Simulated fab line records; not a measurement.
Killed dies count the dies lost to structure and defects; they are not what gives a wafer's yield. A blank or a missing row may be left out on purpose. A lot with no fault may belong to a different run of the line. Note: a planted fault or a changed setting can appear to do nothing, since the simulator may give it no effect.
2 desks, one fault    flow n5 finfet    numbers are kept per desk, each desk with only its own; the story behind them comes last

METROLOGY DESK
What the gauges read, lot by lot, whatever tool the lot ran on: means of the sampled wafers that have a number. If a lot's mean is further than 4 standard deviations from the usual mean, the lot is out of limits and carries the mark OUT (the distance appears in the brackets). 7 of its 11 readings are shown, namely those furthest out on some lot.
Columns: A = HMC_CMP_THK at N5_PMOS_HMC_CHANNEL_EPI_THK_MEAS_22, usual 54.0 nm; B = DIBL_N at N5_BEOL_M4_RC_MEAS_101, usual 36.2 mV/V; C = DIBL_P at N5_BEOL_M4_RC_MEAS_101, usual 36.1 mV/V; D = IOFF_N at N5_BEOL_M4_RC_MEAS_101, usual 0.153 nA/um; E = IOFF_P at N5_BEOL_M4_RC_MEAS_101, usual 0.215 nA/um; F = ION_P at N5_BEOL_M4_RC_MEAS_101, usual 463 uA/um; G = VT_P at N5_BEOL_M4_RC_MEAS_101, usual -249 mV
lot   first seen here  A     B     C     D      E      F    G
L581  day 2 15:49      54.2  37.7  36.0  0.171  0.218  460  -250
L582  day 2 19:52      53.6  36.7  35.9  0.152  0.179  453  -255
L587  day 4 02:10      53.6  35.6  37.5  0.158  0.202  458  -251
L588  day 4 08:08      54.9  38.0  38.5  0.155  0.236  468  -247
L589  day 4 14:43      54.2  37.9  36.9  0.181  0.228  461  -249
L590  day 4 20:19      54.0  37.8  36.8  0.171  0.260  469  -246
L597  day 6 13:21      53.7  36.4  35.3  0.149  0.207  463  -250
L600  day 7 07:35      54.3  34.9  34.3  0.138  0.191  463  -252
L601  day 7 13:50      53.9  35.3  36.3  0.157  0.210  463  -249
Finding of this desk: none of the 9 lots has anything out of limits.

AT THE TOOL OWNER'S DESK: rie diel-01
The tool's own readings at N5_PMOS_HMC_CHANNEL_EPI_ETCH_32 (etches BARC in N2/H2, stops on SiO2, target depth 85.8 nm, time 50.3 s): means of the sampled wafers that have a number, for each lot that ran on this tool. If a lot's mean is further than 4 standard deviations from the usual mean, the lot is out of limits and carries the mark OUT (the distance appears in the brackets).
Columns: A = bias w at N5_PMOS_HMC_CHANNEL_EPI_ETCH_32, usual 150.0 W; B = drypump motor current A at N5_PMOS_HMC_CHANNEL_EPI_ETCH_32, usual 5.8 A; C = oes product au at N5_PMOS_HMC_CHANNEL_EPI_ETCH_32, usual 0.67 a.u.; D = rf vpp V at N5_PMOS_HMC_CHANNEL_EPI_ETCH_32, usual 523.2 V; E = showerhead plenum p Torr at N5_PMOS_HMC_CHANNEL_EPI_ETCH_32, usual 2.52 Torr; F = throttle valve pct at N5_PMOS_HMC_CHANNEL_EPI_ETCH_32, usual 17.94 %
lot   first seen here  A                B    C     D                E     F
L582  day 2 17:38      149.9            5.7  0.67  526.0            2.62  17.94
L587  day 3 23:54      149.8            5.5  0.66  524.0            2.54  17.88
L588  day 4 05:53      170.8 (+42) OUT  5.3  0.67  571.3 (+19) OUT  2.59  17.85
L589  day 4 12:05      170.9 (+43) OUT  5.7  0.68  570.4 (+18) OUT  2.59  17.91
L590  day 4 17:41      171.7 (+44) OUT  5.6  0.67  568.4 (+17) OUT  2.52  17.91
This desk's finding: out of limits on L588, L589, L590; first on L588, day 4 05:53 (bias w at N5_PMOS_HMC_CHANNEL_EPI_ETCH_32). L582, L587 stayed within limits.

TAKEN TOGETHER
At day 4 05:53, on L588, L589, L590, the tool owner's desk was in a position to raise an alarm.
The metrology desk saw nothing out of limits.
The metrology desk holds a record of L588, L589, L590, inside its limits.
Of the lots named, all ran N5_PMOS_HMC_CHANNEL_EPI_ETCH_32 on rie diel-01.

WHAT THE SIMULATOR PUT IN
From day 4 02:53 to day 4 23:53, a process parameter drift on rie diel-01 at N5_PMOS_HMC_CHANNEL_EPI_ETCH_32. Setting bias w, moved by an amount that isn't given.
Struck lots among those shown: L588, L589, L590.
Each desk's first reading out of limits, in hours after the fault started: the tool owner's desk, 3.
